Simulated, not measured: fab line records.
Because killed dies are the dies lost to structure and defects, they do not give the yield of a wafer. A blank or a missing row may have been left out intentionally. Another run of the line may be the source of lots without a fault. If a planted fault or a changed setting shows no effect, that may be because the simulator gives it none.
Split-lot study ; flow n5 finfet ; 7 lots, 21 wafers read, on a route of 1938 steps

== THE SPLIT ITSELF ==
At N5_BEOL_M0_ETCH_138 (etches SiCN in CH3F/O2, target depth 12 nm, time 31.6 s), the setting source w was moved away from the recipe's 395 W on 12 of the 21 wafers read, by -17.7% to +15.1%. All remaining wafers had this setting at the recipe value.

Reading taken at the split's own step.

== THE READING ==
rf vpp V, in V, at N5_BEOL_M0_ETCH_138 (etches SiCN in CH3F/O2, target depth 12 nm, time 31.6 s). Fault-free wafers of this fab line usually give 297.2 V, standard deviation 1.7 V.

wafer;tool, chamber at the split;source w as run, W;against the recipe;rf vpp V, V;against lot-mates on the recipe
L078.4;rie diel-01, 1;395;recipe;295.5;-
L078.5;rie diel-01, 3;395;recipe;297.7;-
L078.6;rie diel-01, 2;395;recipe;297.0;-
L080.3;rie diel-01, 1;395;recipe;295.2;-
L080.4;rie diel-01, 2;395;recipe;296.7;-
L080.5;rie diel-01, 2;395;recipe;297.9;-
L081.1;rie diel-03, 0;454.5;+15.1%;284.1;no lot-mate on the recipe
L081.2;rie diel-03, 2;454.5;+15.1%;286.2;no lot-mate on the recipe
L081.5;rie diel-03, 2;454.5;+15.1%;286.8;no lot-mate on the recipe
L084.1;rie diel-03, 3;325.2;-17.7%;314.4;no lot-mate on the recipe
L084.4;rie diel-03, 2;325.2;-17.7%;319.9;no lot-mate on the recipe
L084.5;rie diel-03, 1;325.2;-17.7%;317.6;no lot-mate on the recipe
L093.1;rie diel-03, 3;438.2;+10.9%;285.8;-11.7
L093.3;rie diel-03, 0;395;recipe;295.8;-
L093.6;rie diel-03, 2;395;recipe;299.1;-
L096.3;rie diel-03, 0;443.6;+12.3%;284.9;-11.1
L096.4;rie diel-03, 1;443.6;+12.3%;285.1;-10.9
L096.5;rie diel-03, 1;395;recipe;296.0;-
L097.1;rie diel-01, 3;443.4;+12.3%;286.2;no lot-mate on the recipe
L097.3;rie diel-01, 0;443.4;+12.3%;283.9;no lot-mate on the recipe
L097.6;rie diel-01, 0;443.4;+12.3%;285.0;no lot-mate on the recipe

THE FIT
A straight line over all 21 wafers: rf vpp V changes by -1 V for each +1% of source w; r = -0.98; the points scatter about the line by 2.1 V.
The same after taking each lot's own level away (the mean of its wafers on the recipe; 12 wafers): -0.941 V for each +1%; r = -0.98; scatter 1.2 V.
The reading moves by 17 V for the largest change in source w, on that fit.
The span of the lots' own levels, 296.00 to 297.45 V, comes to 0.9 times the standard deviation stated above.
Hence the lot-to-lot level has little effect on the slope; both slopes agree.
Check: for one of the wafers moved furthest among these (+12.3%), held out of the fit, the line's prediction against its lot-mates is -11.9 V. It came out at -11.1 V against them.
Tool readings at the split's step, against how far the setting was moved: rf vpp V r = -0.98.

== THESE WAFERS: OTHER SPLITS ==
These wafers also went through other splits before the reading. Each is held against what the fit with the lots' levels taken away leaves over:
other split on the same wafers;wafers away from the commonest value;r with rf vpp V (lot level and that fit taken away)
N5_SDB_EXPOSE_08 dose mj;5;+0.23
N5_HKMG_FIN_ETCH_54 source w;9;-0.33
N5_HKMG_FIN_ETCH_58 bias w;4;-0.15
N5_HKMG_FIN_EXPOSE_09 dose mj;8;-0.20
N5_MOL_CONTACT_COAG_ETCH_106 source w;12;-0.29
N5_MOL_CONTACT_COAG_CONTACT_ETCH_14 source w;9;-0.13
N5_MOL_CONTACT_COAG_ALD_27 time s;7;+0.43
N5_MOL_CONTACT_COAG_ALD_123 ald cycles;10;+0.02
N5_MOL_CONTACT_COAG_ALD_133 ald cycles;8;-0.19
N5_MOL_CONTACT_COAG_VIA_ETCH_117 bias w;5;-0.15
N5_BEOL_M0_CUTY_DESCUM_61 time s;10;+0.35

== FILE'S OWN FIT ==
rf vpp V changes by -0.969 V for each +1% of source w, r = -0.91.
